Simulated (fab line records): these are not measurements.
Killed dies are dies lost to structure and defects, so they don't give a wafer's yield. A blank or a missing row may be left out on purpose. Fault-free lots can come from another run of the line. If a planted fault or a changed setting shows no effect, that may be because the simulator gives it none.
Which of the tools did it? :: flow n5_finfet :: at 1 step of a route of 1938, 12 lots with 36 wafers sampled

== WHAT THE GAUGES READ, wafer by wafer ==
N5_HKMG_FIN_CD_MEAS_12: target cd 92.8 nm.
lot: L075
measured: day 4 10:59
on: cd_sem-03
cd_nm (nm): 91.4 91.5 91.7

lot: L078
measured: day 5 03:11
on: cd_sem-03
cd_nm (nm): 92.2 92.9 92.0

lot: L080
measured: day 5 15:06
on: cd_sem-03
cd_nm (nm): 93.5 93.8 93.6

lot: L082
measured: day 6 06:08
on: cd_sem-02
cd_nm (nm): 93.4 93.1 92.7

lot: L084
measured: day 6 16:44
on: cd_sem-03
cd_nm (nm): 92.4 93.1 92.0

lot: L086
measured: day 7 01:44
on: cd_sem-01
cd_nm (nm): 93.4 92.5 93.3

lot: L088
measured: day 7 13:25
on: cd_sem-01
cd_nm (nm): 93.3 94.0 93.6

lot: L090
measured: day 8 03:49
on: cd_sem-01
cd_nm (nm): 94.2 92.4 92.8

lot: L092
measured: day 8 14:14
on: cd_sem-01
cd_nm (nm): 92.8 92.6 93.7

lot: L076
measured: day 9 01:52
on: cd_sem-01
cd_nm (nm): 92.1 91.9 92.3

lot: L095
measured: day 9 16:52
on: cd_sem-02
cd_nm (nm): 92.9 92.4 93.4

lot: L096
measured: day 9 22:43
on: cd_sem-02
cd_nm (nm): 92.7 92.8 93.0

== EACH LOT AND THE TOOL THAT RAN IT (in order: tool; ch and the chambers of the sampled wafers; start) ==
The record holds no process step before these readings.

== THE ANSWER, worked out from the rows above alone ==
Rule: the lots themselves supply what counts as usual. Put in order of their means at a reading, lots are off if they are a third of the lots or fewer, leave a main group of 4 or more, and stand apart from it by a gap of 3 or more times the standard deviation of the main group's means; of several such gaps the widest counts. If all means in a main group match to the digits the tables above print for the reading, that group is not used. Also off: a lot with no number at a reading for which 4 or more lots have one. The other lots that the step has rows for count as sound.
None of the lots is off at any reading shown; this tells nothing.

== WHAT WAS PUT IN BY THE SIMULATOR ==
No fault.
